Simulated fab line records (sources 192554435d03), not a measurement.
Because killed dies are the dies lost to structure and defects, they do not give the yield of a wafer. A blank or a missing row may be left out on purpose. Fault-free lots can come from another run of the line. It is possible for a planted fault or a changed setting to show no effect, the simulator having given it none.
Which tool was responsible? / flow n5 finfet / 10 lots, 27 wafers sampled, at 6 steps of a route of 1938

## WHAT THE GAUGES READ, wafer by wafer
N5_BEOL_M0_SAQP_OVL_MEAS_15. Usual: for M0_CORE_OVL the level is -0.3 nm and the standard deviation is 0.76.
lot=L464; measured=day 5 15:16; on=overlay-02; M0_CORE_OVL (nm)=0.2 1.3 0.5; flag=
lot=L465; measured=day 5 21:16; on=overlay-02; M0_CORE_OVL (nm)=-0.5 -0.9; flag=
lot=L467; measured=day 6 13:29; on=overlay-02; M0_CORE_OVL (nm)=0.7 1.5 1.1; flag=
lot=L470; measured=day 7 06:04; on=overlay-02; M0_CORE_OVL (nm)=-0.8 0.0 -0.8; flag=
lot=L476; measured=day 8 16:02; on=overlay-01; M0_CORE_OVL (nm)=0.0 0.1; flag=
lot=L481; measured=day 9 23:09; on=overlay-01; M0_CORE_OVL (nm)=-0.4 0.0 -0.6; flag=
lot=L482; measured=day 10 06:56; on=overlay-01; M0_CORE_OVL (nm)=-1.0 -1.3 -0.2; flag=
lot=L483; measured=day 10 09:56; on=overlay-01; M0_CORE_OVL (nm)=-0.1 0.6 0.5; flag=
lot=L484; measured=day 10 13:40; on=overlay-01; M0_CORE_OVL (nm)=-0.9 -1.1; flag=
lot=L485; measured=day 10 21:12; on=overlay-01; M0_CORE_OVL (nm)=-0.5 -1.4 -0.6; flag=

N5_BEOL_M0_SAQP_CD_MEAS_25: the cd target is 13.1 nm. Usual: cd nm at 12.82 nm, with a standard deviation of 0.21.
lot=L464; measured=day 5 17:55; on=cd sem-01; cd nm (nm)=12.95 12.87 13.34; flag=
lot=L465; measured=day 5 22:53; on=cd sem-03; cd nm (nm)=12.88 12.79; flag=
lot=L467; measured=day 6 15:06; on=cd sem-01; cd nm (nm)=12.86 12.88 12.84; flag=
lot=L470; measured=day 7 07:56; on=cd sem-02; cd nm (nm)=12.86 12.75 12.65; flag=
lot=L476; measured=day 8 17:55; on=cd sem-01; cd nm (nm)=13.37 12.57; flag=
lot=L481; measured=day 10 00:49; on=cd sem-03; cd nm (nm)=12.81 12.61 12.21; flag=
lot=L482; measured=day 10 08:33; on=cd sem-03; cd nm (nm)=12.79 12.69 13.21; flag=
lot=L483; measured=day 10 13:07; on=cd sem-02; cd nm (nm)=12.82 12.65 12.69; flag=
lot=L484; measured=day 10 16:04; on=cd sem-01; cd nm (nm)=12.88 13.37; flag=
lot=L485; measured=day 10 22:49; on=cd sem-01; cd nm (nm)=12.82 12.96 13.00; flag=

N5_BEOL_M4_RC_MEAS_101. Usual: DIBL_N 36.3 mV/V, standard deviation 1.6; DIBL_P 36.2 mV/V, standard deviation 2.1; IOFF_N 0.16 nA/um, standard deviation 0.031; IOFF_P 0.21 nA/um, standard deviation 0.034; ION_N 673 uA/um, standard deviation 11; ION_P 461 uA/um, standard deviation 7.4; SS_N 71.6 mV/dec, standard deviation 0.55; SS_P 73.3 mV/dec, standard deviation 0.66; VT_N 251 mV, standard deviation 3.2; VT_P -251 mV, standard deviation 3.5.
lot=L464; measured=day 7 15:59; on=prober-02; DIBL_N (mV/V)=36.3 36.8 38.4; DIBL_P (mV/V)=36.0 36.5 37.9; IOFF_N (nA/um)=0.14 0.14 0.17; IOFF_P (nA/um)=0.21 0.21 0.25; ION_N (uA/um)=683 665 676; ION_P (uA/um)=471 462 464; SS_N (mV/dec)=71.0 71.5 71.2; SS_P (mV/dec)=73.8 73.4 74.0; VT_N (mV)=254 253 250; VT_P (mV)=-254 -253 -251; flag=
lot=L465; measured=day 7 19:15; on=prober-02; DIBL_N (mV/V)=33.4 35.0; DIBL_P (mV/V)=33.4 36.1; IOFF_N (nA/um)=0.12 0.15; IOFF_P (nA/um)=0.15 0.20; ION_N (uA/um)=664 661; ION_P (uA/um)=452 453; SS_N (mV/dec)=70.8 71.6; SS_P (mV/dec)=72.9 73.3; VT_N (mV)=258 249; VT_P (mV)=-254 -251; flag=
lot=L467; measured=day 8 17:03; on=prober-02; DIBL_N (mV/V)=36.0 38.8 38.9; DIBL_P (mV/V)=35.8 39.2 39.4; IOFF_N (nA/um)=0.14 0.20 0.19; IOFF_P (nA/um)=0.22 0.28 0.28; ION_N (uA/um)=661 679 675; ION_P (uA/um)=460 467 473; SS_N (mV/dec)=72.0 71.9 72.2; SS_P (mV/dec)=73.4 74.3 74.7; VT_N (mV)=255 249 248; VT_P (mV)=-250 -244 -244; flag=
lot=L470; measured=day 9 12:53; on=prober-01; DIBL_N (mV/V)=35.2 34.9 36.1; DIBL_P (mV/V)=34.9 34.1 35.5; IOFF_N (nA/um)=0.13 0.12 0.14; IOFF_P (nA/um)=0.17 0.17 0.18; ION_N (uA/um)=663 655 669; ION_P (uA/um)=448 452 454; SS_N (mV/dec)=71.0 70.8 71.9; SS_P (mV/dec)=72.3 72.7 72.6; VT_N (mV)=254 253 255; VT_P (mV)=-255 -255 -254; flag=
lot=L476; measured=day 10 20:37; on=prober-01; DIBL_N (mV/V)=38.2 35.9; DIBL_P (mV/V)=37.3 35.5; IOFF_N (nA/um)=0.17 0.14; IOFF_P (nA/um)=0.19 0.17; ION_N (uA/um)=673 669; ION_P (uA/um)=450 451; SS_N (mV/dec)=72.4 70.9; SS_P (mV/dec)=73.8 72.5; VT_N (mV)=249 252; VT_P (mV)=-257 -256; flag=
lot=L481; measured=day 11 21:50; on=prober-01; DIBL_N (mV/V)=37.7 37.0 38.1; DIBL_P (mV/V)=38.2 36.0 37.4; IOFF_N (nA/um)=0.18 0.15 0.19; IOFF_P (nA/um)=0.22 0.20 0.23; ION_N (uA/um)=687 668 676; ION_P (uA/um)=465 461 464; SS_N (mV/dec)=71.7 72.2 72.0; SS_P (mV/dec)=73.5 73.6 73.1; VT_N (mV)=249 250 250; VT_P (mV)=-252 -255 -248; flag=
lot=L482; measured=day 12 04:56; on=prober-01; DIBL_N (mV/V)=36.5 36.2 35.5; DIBL_P (mV/V)=37.0 36.8 34.7; IOFF_N (nA/um)=0.16 0.15 0.13; IOFF_P (nA/um)=0.20 0.20 0.17; ION_N (uA/um)=669 665 661; ION_P (uA/um)=462 460 452; SS_N (mV/dec)=72.3 71.2 71.5; SS_P (mV/dec)=73.6 73.7 73.0; VT_N (mV)=251 251 256; VT_P (mV)=-249 -251 -253; flag=
lot=L483; measured=day 12 09:29; on=prober-01; DIBL_N (mV/V)=36.9 33.8 36.6; DIBL_P (mV/V)=37.1 33.7 37.1; IOFF_N (nA/um)=0.16 0.11 0.16; IOFF_P (nA/um)=0.18 0.13 0.17; ION_N (uA/um)=670 662 682; ION_P (uA/um)=454 446 459; SS_N (mV/dec)=71.6 70.9 71.5; SS_P (mV/dec)=73.1 72.7 73.2; VT_N (mV)=251 256 249; VT_P (mV)=-258 -262 -258; flag=
lot=L484; measured=day 12 17:08; on=prober-01; DIBL_N (mV/V)=36.8 38.1; DIBL_P (mV/V)=35.2 37.4; IOFF_N (nA/um)=0.15 0.17; IOFF_P (nA/um)=0.19 0.21; ION_N (uA/um)=667 689; ION_P (uA/um)=454 464; SS_N (mV/dec)=71.3 71.6; SS_P (mV/dec)=73.0 74.0; VT_N (mV)=253 246; VT_P (mV)=-254 -253; flag=
lot=L485; measured=day 13 07:39; on=prober-01; DIBL_N (mV/V)=34.2 37.2 36.9; DIBL_P (mV/V)=32.7 37.0 36.4; IOFF_N (nA/um)=0.10 0.15 0.14; IOFF_P (nA/um)=0.14 0.19 0.19; ION_N (uA/um)=656 667 666; ION_P (uA/um)=455 456 463; SS_N (mV/dec)=70.4 71.2 71.6; SS_P (mV/dec)=71.8 72.6 72.9; VT_N (mV)=257 251 252; VT_P (mV)=-254 -253 -255; flag=

## WHICH TOOL RAN EACH LOT (tool, then ch and the chambers of the sampled wafers, then the start)
lot=L464; N5_BEOL_M0_SAQP_ETCH_101=rie diel-03 ch 0,1,3, day 5 18:00; N5_BEOL_M0_SAQP_ETCH_102=rie si-02 ch 0,1,2, day 5 18:06; N5_BEOL_M0_SAQP_SPACER2_ETCHBACK_27=rie diel-05 ch 1,2, day 5 19:49
lot=L465; N5_BEOL_M0_SAQP_ETCH_101=rie diel-05 ch 0,2, day 5 22:55; N5_BEOL_M0_SAQP_ETCH_102=rie si-01 ch 0,3, day 5 23:01; N5_BEOL_M0_SAQP_SPACER2_ETCHBACK_27=rie diel-01 ch 3, day 6 00:26
lot=L467; N5_BEOL_M0_SAQP_ETCH_101=rie diel-05 ch 2,3, day 6 15:08; N5_BEOL_M0_SAQP_ETCH_102=rie si-02 ch 0,2, day 6 15:15; N5_BEOL_M0_SAQP_SPACER2_ETCHBACK_27=rie diel-03 ch 0,1,2, day 6 16:40
lot=L470; N5_BEOL_M0_SAQP_ETCH_101=rie diel-05 ch 1,3, day 7 07:58; N5_BEOL_M0_SAQP_ETCH_102=rie si-02 ch 0,3, day 7 08:05; N5_BEOL_M0_SAQP_SPACER2_ETCHBACK_27=rie diel-05 ch 0,1,3, day 7 09:46
lot=L476; N5_BEOL_M0_SAQP_ETCH_101=rie diel-03 ch 1,2, day 8 17:56; N5_BEOL_M0_SAQP_ETCH_102=rie si-02 ch 1, day 8 18:03; N5_BEOL_M0_SAQP_SPACER2_ETCHBACK_27=rie diel-03 ch 3, day 8 19:28
lot=L481; N5_BEOL_M0_SAQP_ETCH_101=rie diel-03 ch 0,1,3, day 10 00:51; N5_BEOL_M0_SAQP_ETCH_102=rie si-01 ch 0,1,2, day 10 00:58; N5_BEOL_M0_SAQP_SPACER2_ETCHBACK_27=rie diel-03 ch 2,3, day 10 02:42
lot=L482; N5_BEOL_M0_SAQP_ETCH_101=rie diel-01 ch 0,2, day 10 08:35; N5_BEOL_M0_SAQP_ETCH_102=rie si-01 ch 0,1, day 10 08:42; N5_BEOL_M0_SAQP_SPACER2_ETCHBACK_27=rie diel-01 ch 1,2, day 10 10:15
lot=L483; N5_BEOL_M0_SAQP_ETCH_101=rie diel-01 ch 0,1, day 10 13:09; N5_BEOL_M0_SAQP_ETCH_102=rie si-01 ch 0,2,3, day 10 13:15; N5_BEOL_M0_SAQP_SPACER2_ETCHBACK_27=rie diel-01 ch 0,1,3, day 10 14:51
lot=L484; N5_BEOL_M0_SAQP_ETCH_101=rie diel-05 ch 0,1, day 10 16:06; N5_BEOL_M0_SAQP_ETCH_102=rie si-02 ch 0,1, day 10 16:12; N5_BEOL_M0_SAQP_SPACER2_ETCHBACK_27=rie diel-01 ch 0,3, day 10 18:18
lot=L485; N5_BEOL_M0_SAQP_ETCH_101=rie diel-01 ch 1,3, day 10 22:51; N5_BEOL_M0_SAQP_ETCH_102=rie si-02 ch 0,1,3, day 10 22:58; N5_BEOL_M0_SAQP_SPACER2_ETCHBACK_27=rie diel-05 ch 0,1,3, day 11 02:06
- N5_BEOL_M0_SAQP_ETCH_101: etches SiNx in CH3F/O2, target depth 29.9 nm, time 42.7 s.
- N5_BEOL_M0_SAQP_ETCH_102: etches SiO2 in CF4, target depth 4 nm, time 4.4 s.
- N5_BEOL_M0_SAQP_SPACER2_ETCHBACK_27: etches SiO2 in CHF3/O2, target depth 22.5 nm, time 11.25 s.

## WHAT THE TOOLS THEMSELVES READ (means of the sampled wafers that have a number; where no wafer has one, the mark that the record gives instead)
N5_BEOL_M0_SAQP_ETCH_101. Usual: drypump motor current A 5.7 A, standard deviation 0.53; oes product au 0.78 a.u., standard deviation 0.07; rf fwd power W 392.7 W, standard deviation 1.4; rf vpp V 296 V, standard deviation 6.5; showerhead plenum p Torr 2.00 Torr, standard deviation 0.075; throttle valve pct 16.27 %, standard deviation 0.23.
lot=L464; tool=rie diel-03; drypump motor current A (A)=5.8; oes product au (a.u.)=0.80; rf fwd power W (W)=393.1; rf vpp V (V)=298; showerhead plenum p Torr (Torr)=2.01; throttle valve pct (%)=16.30; flag=
lot=L465; tool=rie diel-05; drypump motor current A (A)=6.2; oes product au (a.u.)=0.80; rf fwd power W (W)=393.4; rf vpp V (V)=292; showerhead plenum p Torr (Torr)=1.98; throttle valve pct (%)=16.07; flag=
lot=L467; tool=rie diel-05; drypump motor current A (A)=6.4; oes product au (a.u.)=0.79; rf fwd power W (W)=392.3; rf vpp V (V)=300; showerhead plenum p Torr (Torr)=2.08; throttle valve pct (%)=15.94; flag=
lot=L470; tool=rie diel-05; drypump motor current A (A)=6.0; oes product au (a.u.)=0.77; rf fwd power W (W)=394.2; rf vpp V (V)=298; showerhead plenum p Torr (Torr)=2.09; throttle valve pct (%)=16.07; flag=
lot=L476; tool=rie diel-03; drypump motor current A (A)=5.6; oes product au (a.u.)=0.81; rf fwd power W (W)=391.8; rf vpp V (V)=296; showerhead plenum p Torr (Torr)=1.93; throttle valve pct (%)=16.24; flag=
lot=L481; tool=rie diel-03; drypump motor current A (A)=5.8; oes product au (a.u.)=0.77; rf fwd power W (W)=391.5; rf vpp V (V)=298; showerhead plenum p Torr (Torr)=2.00; throttle valve pct (%)=16.36; flag=
lot=L482; tool=rie diel-01; drypump motor current A (A)=5.0; oes product au (a.u.)=0.73; rf fwd power W (W)=392.4; rf vpp V (V)=295; showerhead plenum p Torr (Torr)=1.98; throttle valve pct (%)=16.67; flag=
lot=L483; tool=rie diel-01; drypump motor current A (A)=5.2; oes product au (a.u.)=0.85; rf fwd power W (W)=392.7; rf vpp V (V)=293; showerhead plenum p Torr (Torr)=2.02; throttle valve pct (%)=16.35; flag=
lot=L484; tool=rie diel-05; drypump motor current A (A)=5.8; oes product au (a.u.)=0.78; rf fwd power W (W)=392.4; rf vpp V (V)=290; showerhead plenum p Torr (Torr)=1.97; throttle valve pct (%)=16.20; flag=
lot=L485; tool=rie diel-01; drypump motor current A (A)=5.5; oes product au (a.u.)=0.74; rf fwd power W (W)=392.5; rf vpp V (V)=294; showerhead plenum p Torr (Torr)=1.94; throttle valve pct (%)=16.42; flag=

N5_BEOL_M0_SAQP_ETCH_102. Usual: drypump motor current A 5.6 A, standard deviation 0.54; oes product au 0.996 a.u., standard deviation 0.021; rf fwd power W 790 W, standard deviation 3.5; throttle valve pct 21.7 %, standard deviation 0.35.
lot=L464; tool=rie si-02; drypump motor current A (A)=5.6; oes product au (a.u.)=0.993; rf fwd power W (W)=793; throttle valve pct (%)=21.7; flag=
lot=L465; tool=rie si-01; drypump motor current A (A)=5.8; oes product au (a.u.)=0.988; rf fwd power W (W)=791; throttle valve pct (%)=21.6; flag=
lot=L467; tool=rie si-02; drypump motor current A (A)=5.4; oes product au (a.u.)=0.990; rf fwd power W (W)=795; throttle valve pct (%)=21.5; flag=
lot=L470; tool=rie si-02; drypump motor current A (A)=5.1; oes product au (a.u.)=0.930; rf fwd power W (W)=794; throttle valve pct (%)=21.6; flag=OFF
lot=L476; tool=rie si-02; drypump motor current A (A)=5.5; oes product au (a.u.)=1.020; rf fwd power W (W)=790; throttle valve pct (%)=22.0; flag=
lot=L481; tool=rie si-01; drypump motor current A (A)=5.7; oes product au (a.u.)=0.999; rf fwd power W (W)=786; throttle valve pct (%)=21.5; flag=
lot=L482; tool=rie si-01; drypump motor current A (A)=6.1; oes product au (a.u.)=1.014; rf fwd power W (W)=787; throttle valve pct (%)=21.4; flag=
lot=L483; tool=rie si-01; drypump motor current A (A)=5.8; oes product au (a.u.)=0.995; rf fwd power W (W)=790; throttle valve pct (%)=21.6; flag=
lot=L484; tool=rie si-02; drypump motor current A (A)=5.2; oes product au (a.u.)=1.011; rf fwd power W (W)=794; throttle valve pct (%)=21.6; flag=
lot=L485; tool=rie si-02; drypump motor current A (A)=5.3; oes product au (a.u.)=0.992; rf fwd power W (W)=789; throttle valve pct (%)=21.9; flag=

N5_BEOL_M0_SAQP_SPACER2_ETCHBACK_27. Usual: drypump motor current A 5.5 A, standard deviation 0.52; oes product au 0.78 a.u., standard deviation 0.078; rf fwd power W 645.2 W, standard deviation 2.4; rf vpp V 520 V, standard deviation 11; showerhead plenum p Torr 2.40 Torr, standard deviation 0.081; throttle valve pct 18.87 %, standard deviation 0.24.
lot=L464; tool=rie diel-05; drypump motor current A (A)=6.3; oes product au (a.u.)=0.85; rf fwd power W (W)=644.3; rf vpp V (V)=523; showerhead plenum p Torr (Torr)=2.53; throttle valve pct (%)=18.50; flag=
lot=L465; tool=rie diel-01; drypump motor current A (A)=5.3; oes product au (a.u.)=0.71; rf fwd power W (W)=648.2; rf vpp V (V)=513; showerhead plenum p Torr (Torr)=2.31; throttle valve pct (%)=18.88; flag=
lot=L467; tool=rie diel-03; drypump motor current A (A)=5.7; oes product au (a.u.)=0.81; rf fwd power W (W)=644.9; rf vpp V (V)=527; showerhead plenum p Torr (Torr)=2.36; throttle valve pct (%)=18.84; flag=
lot=L470; tool=rie diel-05; drypump motor current A (A)=5.8; oes product au (a.u.)=0.78; rf fwd power W (W)=646.8; rf vpp V (V)=520; showerhead plenum p Torr (Torr)=2.42; throttle valve pct (%)=18.70; flag=
lot=L476; tool=rie diel-03; drypump motor current A (A)=5.4; oes product au (a.u.)=0.70; rf fwd power W (W)=643.9; rf vpp V (V)=508; showerhead plenum p Torr (Torr)=2.47; throttle valve pct (%)=18.90; flag=
lot=L481; tool=rie diel-03; drypump motor current A (A)=5.3; oes product au (a.u.)=0.71; rf fwd power W (W)=646.4; rf vpp V (V)=512; showerhead plenum p Torr (Torr)=2.42; throttle valve pct (%)=18.91; flag=
lot=L482; tool=rie diel-01; drypump motor current A (A)=5.3; oes product au (a.u.)=0.73; rf fwd power W (W)=646.1; rf vpp V (V)=529; showerhead plenum p Torr (Torr)=2.39; throttle valve pct (%)=19.23; flag=
lot=L483; tool=rie diel-01; drypump motor current A (A)=5.3; oes product au (a.u.)=0.79; rf fwd power W (W)=645.1; rf vpp V (V)=517; showerhead plenum p Torr (Torr)=2.39; throttle valve pct (%)=18.93; flag=
lot=L484; tool=rie diel-01; drypump motor current A (A)=5.1; oes product au (a.u.)=0.77; rf fwd power W (W)=640.1; rf vpp V (V)=510; showerhead plenum p Torr (Torr)=2.36; throttle valve pct (%)=18.93; flag=
lot=L485; tool=rie diel-05; drypump motor current A (A)=5.8; oes product au (a.u.)=0.75; rf fwd power W (W)=646.0; rf vpp V (V)=520; showerhead plenum p Torr (Torr)=2.41; throttle valve pct (%)=18.74; flag=

## THE ANSWER, worked out from the rows above alone
Rule: a lot counts as off when the mean over its wafers that have a number is more than 3 standard deviations away from the usual mean. A lot without any number at a reading at which 4 lots or more have one is off too. All remaining lots with rows at the step are treated as sound. Order of review: gauges by route order, followed by the tools' own readings, for which a lot's mean as printed above is used. The first step at which some lot is off is used, and at that step the reading that is off furthest; a lot without a number counts as furthest.
Off, at N5_BEOL_M0_SAQP_ETCH_102 on oes product au: L470.
If a tool, at that step or one of the process steps before it, ran each lot that is off and ran no sound lot following the first of them, it fits. Of those tried, none fits.

## WHAT THE SIMULATOR PUT IN
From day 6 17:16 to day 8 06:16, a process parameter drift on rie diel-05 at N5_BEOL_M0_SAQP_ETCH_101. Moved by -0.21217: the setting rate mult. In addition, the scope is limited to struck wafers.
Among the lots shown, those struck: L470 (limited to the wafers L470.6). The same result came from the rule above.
